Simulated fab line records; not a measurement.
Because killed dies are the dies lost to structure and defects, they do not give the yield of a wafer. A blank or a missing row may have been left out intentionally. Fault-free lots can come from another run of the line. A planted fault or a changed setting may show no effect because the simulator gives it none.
Which tool did it? ; flow nand_harc ; Sampling: 12 lots, 36 wafers, 4 of 1159 route steps

WHAT EACH GAUGE READ, for each wafer
The record holds no reading of a measuring or inspecting step that can be judged against a usual standard deviation.

EACH LOT AND THE TOOL THAT RAN IT (in order: tool; ch and the chambers of the sampled wafers; start)
lot;NHARC_A_SLIT_ETCH_26;NHARC_A_WL_FILL_RTA_01;NHARC_A_WL_FILL_STRIP_27;NHARC_A_WL_FILL_ALD_19
L421;har_etch-01 ch 0,1, day 14 16:34;rtp_anneal-01 ch 0, day 15 01:56;plasma_asher-01 ch 0,1, day 15 09:35;ald_metal-04 ch 2,3, day 16 02:45
L425;har_etch-02 ch 0,1, day 14 21:27;rtp_anneal-01 ch 0, day 15 06:37;plasma_asher-02 ch 0,1, day 15 14:20;ald_metal-03 ch 0,2, day 16 05:45
L422;har_etch-01 ch 0,1, day 14 22:24;rtp_anneal-02 ch 0, day 15 06:39;plasma_asher-01 ch 0,1, day 15 14:44;ald_metal-01 ch 0,3, day 16 05:49
L426;har_etch-01 ch 0,1, day 15 20:09;rtp_anneal-01 ch 0, day 16 05:14;plasma_asher-02 ch 0,1, day 16 10:58;ald_metal-04 ch 0,3, day 17 02:59
L433;har_etch-01 ch 0,1, day 18 01:53;rtp_anneal-01 ch 0, day 18 11:09;plasma_asher-01 ch 0,1, day 18 18:59;ald_metal-03 ch 1,2,3, day 19 12:42
L435;har_etch-01 ch 0,1, day 18 03:38;rtp_anneal-02 ch 0, day 18 11:28;plasma_asher-01 ch 0,1, day 18 19:45;ald_metal-04 ch 0,3, day 19 12:41
L432;har_etch-01 ch 0,1, day 18 18:15;rtp_anneal-01 ch 0, day 19 05:40;plasma_asher-01 ch 0,1, day 19 10:01;ald_metal-03 ch 0,1,2, day 20 01:52
L437;har_etch-02 ch 0,1, day 19 00:25;rtp_anneal-02 ch 0, day 19 09:38;plasma_asher-01 ch 0,1, day 19 13:58;ald_metal-04 ch 0,1,3, day 20 05:53
L442;har_etch-02 ch 0,1, day 19 02:07;rtp_anneal-02 ch 0, day 19 09:49;plasma_asher-01 ch 1, day 19 16:54;ald_metal-03 ch 0,2,3, day 20 10:12
L439;har_etch-02 ch 0,1, day 19 03:47;rtp_anneal-02 ch 0, day 19 13:02;plasma_asher-02 ch 0,1, day 20 04:04;ald_metal-01 ch 1,3, day 20 18:20
L441;har_etch-02 ch 0,1, day 19 14:32;rtp_anneal-02 ch 0, day 19 23:41;plasma_asher-02 ch 0,1, day 20 06:30;ald_metal-04 ch 0,1,2, day 20 21:40
L444;har_etch-01 ch 0,1, day 19 20:15;rtp_anneal-02 ch 0, day 20 05:37;plasma_asher-01 ch 0,1, day 20 17:06;ald_metal-01 ch 0,2, day 21 06:05
- NHARC_A_SLIT_ETCH_26: etches the open film in C4F8/O2/Ar, time 90 s, target depth 400 nm.
- NHARC_A_WL_FILL_RTA_01: time 5 s.
- NHARC_A_WL_FILL_STRIP_27: strips in N2/H2, time 20 s.
- NHARC_A_WL_FILL_ALD_19: deposits TiN, target thk 2 nm, pulse time 3 s, ald cycles 100.

WHAT THE TOOLS THEMSELVES READ (means of the sampled wafers that have a number; where no wafer has one, the mark that the record gives instead)
NHARC_A_SLIT_ETCH_26.
lot;tool;drypump_motor_current_A (A);o2_flow_sccm (sccm);showerhead_plenum_p_Torr (Torr);throttle_valve_pct (%)
L421;har_etch-01;6.4;83.32;3.84;27.615
L425;har_etch-02;5.3;83.47;3.83;27.614
L422;har_etch-01;6.3;83.36;3.84;27.624
L426;har_etch-01;6.3;83.26;3.83;27.623
L433;har_etch-01;6.5;83.16;3.82;27.615
L435;har_etch-01;6.5;83.22;3.81;27.620
L432;har_etch-01;6.4;83.42;3.81;27.614
L437;har_etch-02;5.3;83.10;3.76;27.627
L442;har_etch-02;5.3;83.28;3.76;27.615
L439;har_etch-02;5.3;83.24;3.76;27.625
L441;har_etch-02;5.3;83.41;3.76;27.615
L444;har_etch-01;6.4;83.23;3.80;27.611

NHARC_A_WL_FILL_RTA_01.
lot;tool;lamp_power_pct (%);lamp_zone_1_pct (%);lamp_zone_2_pct (%);lamp_zone_3_pct (%);lamp_zone_4_pct (%);lamp_zone_5_pct (%);lamp_zone_6_pct (%);lamp_zone_7_pct (%);wafer_temp_C_max
L421;rtp_anneal-01;33.0;33.0;33.0;33.1;33.0;33.0;33.0;33.5;1006.3
L425;rtp_anneal-01;33.0;33.0;33.0;33.0;33.0;33.0;33.0;33.5;1005.8
L422;rtp_anneal-02;33.9;33.9;33.9;33.9;33.9;33.9;33.8;34.4;1007.0
L426;rtp_anneal-01;33.0;33.0;33.1;33.1;33.0;33.0;33.0;33.6;1004.8
L433;rtp_anneal-01;29.2;29.2;29.2;29.2;29.2;29.2;29.1;29.8;961.6
L435;rtp_anneal-02;33.9;33.9;33.9;33.9;33.9;33.8;33.8;34.5;1007.6
L432;rtp_anneal-01;29.2;29.2;29.2;29.2;29.2;29.2;29.1;29.8;961.9
L437;rtp_anneal-02;33.9;33.9;33.9;33.9;33.9;33.9;33.8;34.4;1007.7
L442;rtp_anneal-02;33.9;33.9;33.9;33.9;33.9;33.9;33.8;34.4;1008.2
L439;rtp_anneal-02;33.9;33.9;33.9;33.9;33.9;33.9;33.8;34.5;1009.0
L441;rtp_anneal-02;33.9;33.8;33.9;33.9;33.9;33.9;33.8;34.4;1008.8
L444;rtp_anneal-02;33.9;34.0;33.9;33.9;33.9;33.9;33.8;34.4;1007.2

NHARC_A_WL_FILL_STRIP_27.
lot;tool;drypump_motor_current_A (A);heater_power_w (W)
L421;plasma_asher-01;5.8;328
L425;plasma_asher-02;6.2;302
L422;plasma_asher-01;5.8;315
L426;plasma_asher-02;6.2;305
L433;plasma_asher-01;5.8;317
L435;plasma_asher-01;5.8;326
L432;plasma_asher-01;5.8;320
L437;plasma_asher-01;5.8;327
L442;plasma_asher-01;5.9;312
L439;plasma_asher-02;6.4;304
L441;plasma_asher-02;6.2;302
L444;plasma_asher-01;5.8;337

NHARC_A_WL_FILL_ALD_19.
lot;tool;heater_power_w (W);precursor_pulse_height_rel
L421;ald_metal-04;1040;1.003
L425;ald_metal-03;1137;1.004
L422;ald_metal-01;936;1.001
L426;ald_metal-04;1127;0.994
L433;ald_metal-03;1094;0.983
L435;ald_metal-04;1127;0.998
L432;ald_metal-03;1146;1.001
L437;ald_metal-04;1125;0.990
L442;ald_metal-03;1103;1.015
L439;ald_metal-01;1018;1.007
L441;ald_metal-04;1094;1.007
L444;ald_metal-01;996;1.008

THE ANSWER, worked out from the rows above alone
Rule: the lots themselves supply what counts as usual. The widest of any qualifying gaps counts: lots, ordered by their means at a reading, are off when they make up no more than a third of the lots, leave a main group of 4 or more, and stand apart from it by 3 or more times the standard deviation of that group's means. A main group whose means are all the same, to the digits that the tables above print for the reading, isn't used. Also off: a lot with no number at a reading for which 4 or more lots have one. Where the step has rows for the other lots, those lots are counted as sound. After the gauges, taken in route order, come the tools' own readings; for these a lot's mean is taken, as printed above. At the first step where some lot is off, the reading lying furthest off is the one used; lots without a number count as furthest.
Off: L433, L432 (NHARC_A_WL_FILL_RTA_01, wafer_temp_C_max). Mean 1007.2 and standard deviation 1.3 in the main group.
If a tool, at that step or one of the process steps before it, ran each lot that is off and ran no sound lot following the first of them, it fits. One fits: NHARC_A_WL_FILL_RTA_01 on rtp_anneal-01. A fault onset in the window from L426 (day 16 05:14, its last sound lot) to L433 (day 18 11:09, its first lot off) fits.
The tool's own readings at NHARC_A_WL_FILL_RTA_01 bear it out: on the lots that are off they differ by more than 5 times the standard deviation of the sound lots' means. lamp_power_pct reads 29.2 % there against 33.6 % on the sound lots; lamp_zone_1_pct reads 29.2 % there against 33.6 % on the sound lots; lamp_zone_2_pct reads 29.2 % there against 33.6 % on the sound lots; lamp_zone_3_pct reads 29.2 % there against 33.6 % on the sound lots; lamp_zone_4_pct reads 29.2 % there against 33.6 % on the sound lots; lamp_zone_5_pct reads 29.2 % there against 33.6 % on the sound lots; lamp_zone_6_pct reads 29.1 % there against 33.6 % on the sound lots; lamp_zone_7_pct reads 29.8 % there against 34.2 % on the sound lots; wafer_temp_C_max reads 961.8 there against 1007.2 on the sound lots.

WHAT HAD BEEN PUT IN BY THE SIMULATOR
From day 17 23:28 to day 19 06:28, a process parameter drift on rtp_anneal-01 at NHARC_A_WL_FILL_RTA_01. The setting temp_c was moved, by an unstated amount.
Struck lots among those shown: L433, L432. The rule above found the same.
